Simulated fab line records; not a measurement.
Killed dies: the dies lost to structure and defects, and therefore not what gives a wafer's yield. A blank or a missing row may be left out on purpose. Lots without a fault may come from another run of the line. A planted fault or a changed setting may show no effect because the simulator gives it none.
Matching of chambers :: flow n5-finfet :: pecvd-01 running N5_BEOL_M0_SAQP_HM_DEP_111: 3 sister chambers
The step deposits SiO2 from SiH4/N2O, target thk 12 nm, time 7.2 s. 20 wafers are shown with their chamber, then 10 later ones without.

## WAFERS WITH THEIR CHAMBER
wafer: L074.2
chamber: 1
showerhead-plenum-p-Torr (Torr): 8.23
heater-power-w (W): 596
chamber-pressure-Torr (Torr): 0.7509

wafer: L074.3
chamber: 2
showerhead-plenum-p-Torr (Torr): 7.98
heater-power-w (W): 626
chamber-pressure-Torr (Torr): 0.7516

wafer: L074.5
chamber: 0
showerhead-plenum-p-Torr (Torr): 8.06
heater-power-w (W): 843
chamber-pressure-Torr (Torr): 0.7501

wafer: L079.1
chamber: 0
showerhead-plenum-p-Torr (Torr): 8.07
heater-power-w (W): 835
chamber-pressure-Torr (Torr): 0.7493

wafer: L079.3
chamber: 2
showerhead-plenum-p-Torr (Torr): 7.99
heater-power-w (W): 650
chamber-pressure-Torr (Torr): 0.7499

wafer: L079.6
chamber: 2
showerhead-plenum-p-Torr (Torr): 7.99
heater-power-w (W): 648
chamber-pressure-Torr (Torr): 0.7492

wafer: L080.1
chamber: 2
showerhead-plenum-p-Torr (Torr): 8.01
heater-power-w (W): 583
chamber-pressure-Torr (Torr): 0.7503

wafer: L080.2
chamber: 0
showerhead-plenum-p-Torr (Torr): 8.06
heater-power-w (W): 841
chamber-pressure-Torr (Torr): 0.7506

wafer: L080.6
chamber: 0
showerhead-plenum-p-Torr (Torr): 8.07
heater-power-w (W): 866
chamber-pressure-Torr (Torr): 0.7513

wafer: L084.4
chamber: 1
showerhead-plenum-p-Torr (Torr): 8.20
heater-power-w (W): 681
chamber-pressure-Torr (Torr): 0.7503

wafer: L084.5
chamber: 2
showerhead-plenum-p-Torr (Torr): 7.99
heater-power-w (W): 602
chamber-pressure-Torr (Torr): 0.7509

wafer: L084.6
chamber: 0
showerhead-plenum-p-Torr (Torr): 8.05
heater-power-w (W): 870
chamber-pressure-Torr (Torr): 0.7482

wafer: L085.3
chamber: 0
showerhead-plenum-p-Torr (Torr): 8.07
heater-power-w (W): 785
chamber-pressure-Torr (Torr): 0.7471

wafer: L085.4
chamber: 1
showerhead-plenum-p-Torr (Torr): 8.22
heater-power-w (W): 721
chamber-pressure-Torr (Torr): 0.7501

wafer: L085.5
chamber: 2
showerhead-plenum-p-Torr (Torr): 8.00
heater-power-w (W): 541
chamber-pressure-Torr (Torr): 0.7501

wafer: L086.1
chamber: 0
showerhead-plenum-p-Torr (Torr): 8.07
heater-power-w (W): 793
chamber-pressure-Torr (Torr): 0.7544

wafer: L086.3
chamber: 1
showerhead-plenum-p-Torr (Torr): 8.22
heater-power-w (W): 625
chamber-pressure-Torr (Torr): 0.7508

wafer: L086.5
chamber: 1
showerhead-plenum-p-Torr (Torr): 8.24
heater-power-w (W): 641
chamber-pressure-Torr (Torr): 0.7486

wafer: L088.1
chamber: 1
showerhead-plenum-p-Torr (Torr): 8.22
heater-power-w (W): 667
chamber-pressure-Torr (Torr): 0.7511

wafer: L088.3
chamber: 0
showerhead-plenum-p-Torr (Torr): 8.09
heater-power-w (W): 851
chamber-pressure-Torr (Torr): 0.7524

SIGNATURES (averages over the wafers above)
reading: showerhead-plenum-p-Torr
chamber 0: 8.0675
chamber 1: 8.2217
chamber 2: 7.9933
scatter within a chamber: 0.0118

reading: heater-power-w
chamber 0: 835.50
chamber 1: 655.17
chamber 2: 608.33
scatter within a chamber: 38.6

reading: chamber-pressure-Torr
chamber 0: 0.750425
chamber 1: 0.750300
chamber 2: 0.750333
scatter within a chamber: 0.00164
Rule: a wafer's distance from a chamber is the root of the sum, over the readings, of the square of ((its reading less the chamber's mean) divided by the reading's scatter). The wafer belongs to the nearest chamber; if the next one is less than 2 further off, it can't be placed. The scatter is the square root of a quotient: the sum, over the shown wafers, of each reading's squared deviation from its chamber's mean, divided by wafers minus chambers.

## WAFERS WITHOUT THEIR CHAMBER
wafer: L088.4
showerhead-plenum-p-Torr (Torr): 8.21
heater-power-w (W): 668
chamber-pressure-Torr (Torr): 0.7506

wafer: L091.4
showerhead-plenum-p-Torr (Torr): 7.99
heater-power-w (W): 563
chamber-pressure-Torr (Torr): 0.7508

wafer: L091.5
showerhead-plenum-p-Torr (Torr): 8.08
heater-power-w (W): 853
chamber-pressure-Torr (Torr): 0.7513

wafer: L091.6
showerhead-plenum-p-Torr (Torr): 8.22
heater-power-w (W): 637
chamber-pressure-Torr (Torr): 0.7509

wafer: L092.1
showerhead-plenum-p-Torr (Torr): 8.23
heater-power-w (W): 691
chamber-pressure-Torr (Torr): 0.7520

wafer: L092.3
showerhead-plenum-p-Torr (Torr): 8.06
heater-power-w (W): 786
chamber-pressure-Torr (Torr): 0.7481

wafer: L092.4
showerhead-plenum-p-Torr (Torr): 7.99
heater-power-w (W): 611
chamber-pressure-Torr (Torr): 0.7515

wafer: L097.2
showerhead-plenum-p-Torr (Torr): 8.22
heater-power-w (W): 720
chamber-pressure-Torr (Torr): 0.7530

wafer: L097.3
showerhead-plenum-p-Torr (Torr): 8.01
heater-power-w (W): 610
chamber-pressure-Torr (Torr): 0.7517

wafer: L097.5
showerhead-plenum-p-Torr (Torr): 8.22
heater-power-w (W): 716
chamber-pressure-Torr (Torr): 0.7501

## EACH ONE'S CHAMBER
wafer: L088.4
from the rows above: 1
in truth: 1

wafer: L091.4
from the rows above: 2
in truth: 2

wafer: L091.5
from the rows above: 0
in truth: 0

wafer: L091.6
from the rows above: 1
in truth: 1

wafer: L092.1
from the rows above: 1
in truth: 1

wafer: L092.3
from the rows above: 0
in truth: 0

wafer: L092.4
from the rows above: 2
in truth: 2

wafer: L097.2
from the rows above: 1
in truth: 1

wafer: L097.3
from the rows above: 2
in truth: 2

wafer: L097.5
from the rows above: 1
in truth: 1
Placed correctly: 10 of 10. Left unplaced by these rows: 0. Number placed wrongly: 0.
